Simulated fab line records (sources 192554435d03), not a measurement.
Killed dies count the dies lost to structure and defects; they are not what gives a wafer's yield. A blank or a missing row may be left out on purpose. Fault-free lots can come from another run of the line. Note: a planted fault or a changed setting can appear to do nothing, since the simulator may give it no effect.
Split-lot study / flow n5_finfet / 39 wafers read across 7 lots, on a route 1938 steps long

## THE SPLIT
At N5_PMOS_HMC_CHANNEL_EPI_EPI_20 (deposits SiGe30, target thk 59 nm), the setting temp_c was moved away from the recipe's 600 C on 15 of the 39 wafers read, by -0.9% to +1.0%. For the rest of the wafers, this setting stayed at what the recipe calls for.

The reading is taken at the split's own step.

## THE READING
SiGe30_of_PMOS_HMC_CHANNEL_EPI_EPI_20.thk_nm (the simulator's own value, which no gauge read), in nm, at N5_PMOS_HMC_CHANNEL_EPI_EPI_20 (deposits SiGe30, target thk 59 nm). There is no usual value for it anywhere in the file. Average 59.32 nm, standard deviation 0.83 nm, over the 24 wafers here run with the recipe.

wafer=L078.1; tool, chamber at the split=epi_rpcvd-01, 0; temp_c as run, C=600; against the recipe=recipe; SiGe30_of_PMOS_HMC_CHANNEL_EPI_EPI_20.thk_nm, nm=59.43; against lot-mates on the recipe=-
wafer=L078.2; tool, chamber at the split=epi_rpcvd-01, 0; temp_c as run, C=600; against the recipe=recipe; SiGe30_of_PMOS_HMC_CHANNEL_EPI_EPI_20.thk_nm, nm=60.01; against lot-mates on the recipe=-
wafer=L078.5; tool, chamber at the split=epi_rpcvd-01, 0; temp_c as run, C=600; against the recipe=recipe; SiGe30_of_PMOS_HMC_CHANNEL_EPI_EPI_20.thk_nm, nm=59.45; against lot-mates on the recipe=-
wafer=L081.1; tool, chamber at the split=epi_rpcvd-04, 0; temp_c as run, C=600; against the recipe=recipe; SiGe30_of_PMOS_HMC_CHANNEL_EPI_EPI_20.thk_nm, nm=58.54; against lot-mates on the recipe=-
wafer=L081.2; tool, chamber at the split=epi_rpcvd-04, 0; temp_c as run, C=598.2; against the recipe=-0.3%; SiGe30_of_PMOS_HMC_CHANNEL_EPI_EPI_20.thk_nm, nm=56.99; against lot-mates on the recipe=-1.36
wafer=L081.3; tool, chamber at the split=epi_rpcvd-04, 0; temp_c as run, C=598.2; against the recipe=-0.3%; SiGe30_of_PMOS_HMC_CHANNEL_EPI_EPI_20.thk_nm, nm=57.14; against lot-mates on the recipe=-1.21
wafer=L081.4; tool, chamber at the split=epi_rpcvd-04, 0; temp_c as run, C=600; against the recipe=recipe; SiGe30_of_PMOS_HMC_CHANNEL_EPI_EPI_20.thk_nm, nm=58.38; against lot-mates on the recipe=-
wafer=L081.5; tool, chamber at the split=epi_rpcvd-04, 0; temp_c as run, C=598.2; against the recipe=-0.3%; SiGe30_of_PMOS_HMC_CHANNEL_EPI_EPI_20.thk_nm, nm=56.8; against lot-mates on the recipe=-1.55
wafer=L081.6; tool, chamber at the split=epi_rpcvd-04, 0; temp_c as run, C=600; against the recipe=recipe; SiGe30_of_PMOS_HMC_CHANNEL_EPI_EPI_20.thk_nm, nm=58.12; against lot-mates on the recipe=-
wafer=L082.1; tool, chamber at the split=epi_rpcvd-01, 0; temp_c as run, C=600; against the recipe=recipe; SiGe30_of_PMOS_HMC_CHANNEL_EPI_EPI_20.thk_nm, nm=59.82; against lot-mates on the recipe=-
wafer=L082.2; tool, chamber at the split=epi_rpcvd-01, 0; temp_c as run, C=606; against the recipe=+1.0%; SiGe30_of_PMOS_HMC_CHANNEL_EPI_EPI_20.thk_nm, nm=66.74; against lot-mates on the recipe=+6.81
wafer=L082.3; tool, chamber at the split=epi_rpcvd-01, 0; temp_c as run, C=606; against the recipe=+1.0%; SiGe30_of_PMOS_HMC_CHANNEL_EPI_EPI_20.thk_nm, nm=67.05; against lot-mates on the recipe=+7.12
wafer=L082.4; tool, chamber at the split=epi_rpcvd-01, 0; temp_c as run, C=600; against the recipe=recipe; SiGe30_of_PMOS_HMC_CHANNEL_EPI_EPI_20.thk_nm, nm=59.92; against lot-mates on the recipe=-
wafer=L082.5; tool, chamber at the split=epi_rpcvd-01, 0; temp_c as run, C=600; against the recipe=recipe; SiGe30_of_PMOS_HMC_CHANNEL_EPI_EPI_20.thk_nm, nm=60.04; against lot-mates on the recipe=-
wafer=L082.6; tool, chamber at the split=epi_rpcvd-01, 0; temp_c as run, C=606; against the recipe=+1.0%; SiGe30_of_PMOS_HMC_CHANNEL_EPI_EPI_20.thk_nm, nm=66.2; against lot-mates on the recipe=+6.27
wafer=L083.1; tool, chamber at the split=epi_rpcvd-04, 0; temp_c as run, C=603.5; against the recipe=+0.6%; SiGe30_of_PMOS_HMC_CHANNEL_EPI_EPI_20.thk_nm, nm=62.92; against lot-mates on the recipe=+3.92
wafer=L083.2; tool, chamber at the split=epi_rpcvd-04, 0; temp_c as run, C=600; against the recipe=recipe; SiGe30_of_PMOS_HMC_CHANNEL_EPI_EPI_20.thk_nm, nm=58.67; against lot-mates on the recipe=-
wafer=L083.3; tool, chamber at the split=epi_rpcvd-04, 0; temp_c as run, C=603.5; against the recipe=+0.6%; SiGe30_of_PMOS_HMC_CHANNEL_EPI_EPI_20.thk_nm, nm=63.26; against lot-mates on the recipe=+4.26
wafer=L083.4; tool, chamber at the split=epi_rpcvd-04, 0; temp_c as run, C=603.5; against the recipe=+0.6%; SiGe30_of_PMOS_HMC_CHANNEL_EPI_EPI_20.thk_nm, nm=63.05; against lot-mates on the recipe=+4.05
wafer=L083.5; tool, chamber at the split=epi_rpcvd-04, 0; temp_c as run, C=600; against the recipe=recipe; SiGe30_of_PMOS_HMC_CHANNEL_EPI_EPI_20.thk_nm, nm=59.12; against lot-mates on the recipe=-
wafer=L083.6; tool, chamber at the split=epi_rpcvd-04, 0; temp_c as run, C=600; against the recipe=recipe; SiGe30_of_PMOS_HMC_CHANNEL_EPI_EPI_20.thk_nm, nm=59.2; against lot-mates on the recipe=-
wafer=L087.1; tool, chamber at the split=epi_rpcvd-01, 0; temp_c as run, C=594.9; against the recipe=-0.9%; SiGe30_of_PMOS_HMC_CHANNEL_EPI_EPI_20.thk_nm, nm=55.13; against lot-mates on the recipe=-4.63
wafer=L087.2; tool, chamber at the split=epi_rpcvd-01, 0; temp_c as run, C=594.9; against the recipe=-0.9%; SiGe30_of_PMOS_HMC_CHANNEL_EPI_EPI_20.thk_nm, nm=55.25; against lot-mates on the recipe=-4.51
wafer=L087.3; tool, chamber at the split=epi_rpcvd-01, 0; temp_c as run, C=600; against the recipe=recipe; SiGe30_of_PMOS_HMC_CHANNEL_EPI_EPI_20.thk_nm, nm=59.11; against lot-mates on the recipe=-
wafer=L087.4; tool, chamber at the split=epi_rpcvd-01, 0; temp_c as run, C=600; against the recipe=recipe; SiGe30_of_PMOS_HMC_CHANNEL_EPI_EPI_20.thk_nm, nm=60.27; against lot-mates on the recipe=-
wafer=L087.5; tool, chamber at the split=epi_rpcvd-01, 0; temp_c as run, C=594.9; against the recipe=-0.9%; SiGe30_of_PMOS_HMC_CHANNEL_EPI_EPI_20.thk_nm, nm=54.6; against lot-mates on the recipe=-5.16
wafer=L087.6; tool, chamber at the split=epi_rpcvd-01, 0; temp_c as run, C=600; against the recipe=recipe; SiGe30_of_PMOS_HMC_CHANNEL_EPI_EPI_20.thk_nm, nm=59.9; against lot-mates on the recipe=-
wafer=L089.1; tool, chamber at the split=epi_rpcvd-01, 0; temp_c as run, C=600; against the recipe=recipe; SiGe30_of_PMOS_HMC_CHANNEL_EPI_EPI_20.thk_nm, nm=60.25; against lot-mates on the recipe=-
wafer=L089.2; tool, chamber at the split=epi_rpcvd-01, 0; temp_c as run, C=600; against the recipe=recipe; SiGe30_of_PMOS_HMC_CHANNEL_EPI_EPI_20.thk_nm, nm=61.03; against lot-mates on the recipe=-
wafer=L089.3; tool, chamber at the split=epi_rpcvd-01, 0; temp_c as run, C=600; against the recipe=recipe; SiGe30_of_PMOS_HMC_CHANNEL_EPI_EPI_20.thk_nm, nm=59.91; against lot-mates on the recipe=-
wafer=L089.4; tool, chamber at the split=epi_rpcvd-01, 0; temp_c as run, C=600; against the recipe=recipe; SiGe30_of_PMOS_HMC_CHANNEL_EPI_EPI_20.thk_nm, nm=59.92; against lot-mates on the recipe=-
wafer=L089.5; tool, chamber at the split=epi_rpcvd-01, 0; temp_c as run, C=600; against the recipe=recipe; SiGe30_of_PMOS_HMC_CHANNEL_EPI_EPI_20.thk_nm, nm=59.48; against lot-mates on the recipe=-
wafer=L089.6; tool, chamber at the split=epi_rpcvd-01, 0; temp_c as run, C=600; against the recipe=recipe; SiGe30_of_PMOS_HMC_CHANNEL_EPI_EPI_20.thk_nm, nm=59.26; against lot-mates on the recipe=-
wafer=L092.1; tool, chamber at the split=epi_rpcvd-01, 0; temp_c as run, C=602.5; against the recipe=+0.4%; SiGe30_of_PMOS_HMC_CHANNEL_EPI_EPI_20.thk_nm, nm=60.58; against lot-mates on the recipe=+2.59
wafer=L092.2; tool, chamber at the split=epi_rpcvd-01, 0; temp_c as run, C=600; against the recipe=recipe; SiGe30_of_PMOS_HMC_CHANNEL_EPI_EPI_20.thk_nm, nm=57.61; against lot-mates on the recipe=-
wafer=L092.3; tool, chamber at the split=epi_rpcvd-01, 0; temp_c as run, C=602.5; against the recipe=+0.4%; SiGe30_of_PMOS_HMC_CHANNEL_EPI_EPI_20.thk_nm, nm=60.75; against lot-mates on the recipe=+2.76
wafer=L092.4; tool, chamber at the split=epi_rpcvd-01, 0; temp_c as run, C=600; against the recipe=recipe; SiGe30_of_PMOS_HMC_CHANNEL_EPI_EPI_20.thk_nm, nm=58.17; against lot-mates on the recipe=-
wafer=L092.5; tool, chamber at the split=epi_rpcvd-01, 0; temp_c as run, C=602.5; against the recipe=+0.4%; SiGe30_of_PMOS_HMC_CHANNEL_EPI_EPI_20.thk_nm, nm=61.07; against lot-mates on the recipe=+3.08
wafer=L092.6; tool, chamber at the split=epi_rpcvd-01, 0; temp_c as run, C=600; against the recipe=recipe; SiGe30_of_PMOS_HMC_CHANNEL_EPI_EPI_20.thk_nm, nm=58.18; against lot-mates on the recipe=-

FIT RESULTS
A straight line over all 39 wafers: SiGe30_of_PMOS_HMC_CHANNEL_EPI_EPI_20.thk_nm changes by +6.23 nm for each +1% of temp_c; r = +0.95; the points scatter about the line by 0.87 nm.
The same after taking each lot's own level away (the mean of its wafers on the recipe; 39 wafers): +6.28 nm for each +1%; r = +0.99; scatter 0.41 nm.
That fit puts the effect of the largest move of temp_c on the reading at 6.3 nm.
Across the lots, their own levels run from 57.987 to 59.975 nm, a range of 2.4 times the standard deviation given above.
The two slopes agree, so the slope changes little with the lot-to-lot level.
Check: +6.38 nm against its lot-mates is what the line predicts for one of the wafers moved furthest among these (+1.0%) when that wafer is left out of the fit. Against them it came out at +6.81 nm.

## THE FILE'S OWN FIT
SiGe30_of_PMOS_HMC_CHANNEL_EPI_EPI_20.thk_nm changes by +6.34 nm for each +1% of temp_c, r = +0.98.
